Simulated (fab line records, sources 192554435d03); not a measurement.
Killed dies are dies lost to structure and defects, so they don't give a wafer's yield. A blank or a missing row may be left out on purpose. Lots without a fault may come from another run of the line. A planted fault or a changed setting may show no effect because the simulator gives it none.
Split-lot experiment | flow n5_finfet | 7 lots, 39 wafers read, on a route of 1938 steps

THE SPLIT
At N5_HKMG_FIN_ETCH_32 (etches SOC in N2/H2, target depth 240 nm, time 300 s), the setting target_depth_a was moved away from the recipe's 2400 angstrom on 15 of the 39 wafers read, by -11.7% to +12.4%. The other wafers ran this setting at the recipe's value.

The reading is taken at the split's own step.

THE READING
SiARC_of_HKMG_FIN_COAT_30.thk_nm (the simulator's own value, which no gauge read), in nm, at N5_HKMG_FIN_ETCH_32 (etches SOC in N2/H2, target depth 240 nm, time 300 s). The file gives no usual value for it. The 24 wafers here that ran the recipe average 21.1 nm, standard deviation 0.27 nm.

wafer  | tool, chamber at the split | target_depth_a as run, angstrom | against the recipe | SiARC_of_HKMG_FIN_COAT_30.thk_nm, nm | against lot-mates on the recipe
L075.1 | rie_diel-01, 2             | 2400                            | recipe             | 21                                   | -
L075.2 | rie_diel-01, 1             | 2232                            | -7.0%              | 22                                   | +1.0
L075.3 | rie_diel-01, 3             | 2232                            | -7.0%              | 22.4                                 | +1.4
L075.4 | rie_diel-01, 0             | 2232                            | -7.0%              | 22                                   | +1.0
L075.5 | rie_diel-01, 1             | 2400                            | recipe             | 21                                   | -
L075.6 | rie_diel-01, 0             | 2400                            | recipe             | 21                                   | -
L079.1 | rie_diel-01, 1             | 2698                            | +12.4%             | 19.6                                 | -1.5
L079.2 | rie_diel-01, 2             | 2400                            | recipe             | 21                                   | -
L079.3 | rie_diel-01, 0             | 2400                            | recipe             | 21.2                                 | -
L079.4 | rie_diel-01, 2             | 2400                            | recipe             | 21.2                                 | -
L079.5 | rie_diel-01, 0             | 2698                            | +12.4%             | 19.4                                 | -1.7
L079.6 | rie_diel-01, 1             | 2698                            | +12.4%             | 19.4                                 | -1.7
L084.1 | rie_diel-01, 1             | 2400                            | recipe             | 20.8                                 | -
L084.2 | rie_diel-01, 2             | 2697                            | +12.4%             | 19                                   | -1.9
L084.3 | rie_diel-01, 0             | 2400                            | recipe             | 21                                   | -
L084.4 | rie_diel-01, 3             | 2697                            | +12.4%             | 18.8                                 | -2.1
L084.5 | rie_diel-01, 3             | 2697                            | +12.4%             | 19                                   | -1.9
L084.6 | rie_diel-01, 2             | 2400                            | recipe             | 20.8                                 | -
L088.1 | rie_diel-03, 3             | 2120                            | -11.7%             | 23.2                                 | +1.9
L088.2 | rie_diel-03, 1             | 2120                            | -11.7%             | 22.8                                 | +1.5
L088.3 | rie_diel-03, 0             | 2120                            | -11.7%             | 22.6                                 | +1.3
L088.4 | rie_diel-03, 0             | 2400                            | recipe             | 21                                   | -
L088.5 | rie_diel-03, 1             | 2400                            | recipe             | 21.4                                 | -
L088.6 | rie_diel-03, 3             | 2400                            | recipe             | 21.6                                 | -
L090.1 | rie_diel-01, 1             | 2269                            | -5.5%              | 21.8                                 | +0.7
L090.2 | rie_diel-01, 2             | 2400                            | recipe             | 21                                   | -
L090.3 | rie_diel-01, 0             | 2269                            | -5.5%              | 22                                   | +0.9
L090.4 | rie_diel-01, 1             | 2400                            | recipe             | 21                                   | -
L090.5 | rie_diel-01, 2             | 2269                            | -5.5%              | 21.6                                 | +0.5
L090.6 | rie_diel-01, 0             | 2400                            | recipe             | 21.2                                 | -
L093.1 | rie_diel-04, 3             | 2400                            | recipe             | 20.6                                 | -
L093.2 | rie_diel-04, 2             | 2400                            | recipe             | 21.6                                 | -
L093.3 | rie_diel-04, 0             | 2400                            | recipe             | 21.2                                 | -
L093.4 | rie_diel-04, 1             | 2400                            | recipe             | 21                                   | -
L093.5 | rie_diel-04, 2             | 2400                            | recipe             | 21.6                                 | -
L093.6 | rie_diel-04, 1             | 2400                            | recipe             | 21.4                                 | -
L097.1 | rie_diel-04, 0             | 2400                            | recipe             | 21.2                                 | -
L097.2 | rie_diel-04, 2             | 2400                            | recipe             | 21.6                                 | -
L097.5 | rie_diel-04, 3             | 2400                            | recipe             | 20.8                                 | -

THE FIT
A straight line over all 39 wafers: SiARC_of_HKMG_FIN_COAT_30.thk_nm changes by -0.151 nm for each +1% of target_depth_a; r = -0.96; the points scatter about the line by 0.27 nm.
The same after taking each lot's own level away (the mean of its wafers on the recipe; 39 wafers): -0.143 nm for each +1%; r = -0.97; scatter 0.23 nm.
On that fit, the largest move of target_depth_a shifts the reading by 1.8 nm.
The lots' own levels span 20.87 to 21.33 nm, that is 1.7 times the standard deviation above.
So the lot-to-lot level changes the slope little: the two slopes agree.
Check: with one of the wafers moved furthest among these (+12.4%) left out of the fit, the line predicts -1.81 nm for it against its lot-mates. It came out at -1.53 nm against them.

OTHER SPLITS ON THESE WAFERS
These wafers also went through other splits before the reading. Each is held against what the fit with the lots' levels taken away leaves over:
other split on the same wafers       | wafers away from the commonest value | r with SiARC_of_HKMG_FIN_COAT_30.thk_nm (lot level and that fit taken away)
N5_DUMMY_GATE_EXPOSE_12 dose_mj      | 18                                   | +0.01
N5_DUMMY_GATE_ETCH_31 target_depth_a | 9                                    | -0.03
N5_DUMMY_GATE_ETCH_42 bias_w         | 12                                   | +0.11

THE WHOLE CHAIN: every reading that the file lists as answering this split, in the file's order
step                | what it does                                         | reading                                                                           | change (the file's fit)               | r (the file's)
N5_HKMG_FIN_ETCH_32 | etches SOC in N2/H2, target depth 240 nm, time 300 s | HKMG_FIN.feature_depth_nm (the simulator's own value, which no gauge read)        | +2.48 nm for each +1% of the setting  | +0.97
N5_HKMG_FIN_ETCH_32 | etches SOC in N2/H2, target depth 240 nm, time 300 s | etch.depth_nm (the simulator's own value, which no gauge read)                    | +2.48 nm for each +1% of the setting  | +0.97
N5_HKMG_FIN_ETCH_32 | etches SOC in N2/H2, target depth 240 nm, time 300 s | SiARC_of_HKMG_FIN_COAT_30.thk_nm (the simulator's own value, which no gauge read) | -0.143 nm for each +1% of the setting | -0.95

THE FILE'S OWN FIT
SiARC_of_HKMG_FIN_COAT_30.thk_nm changes by -0.143 nm for each +1% of target_depth_a, r = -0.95.
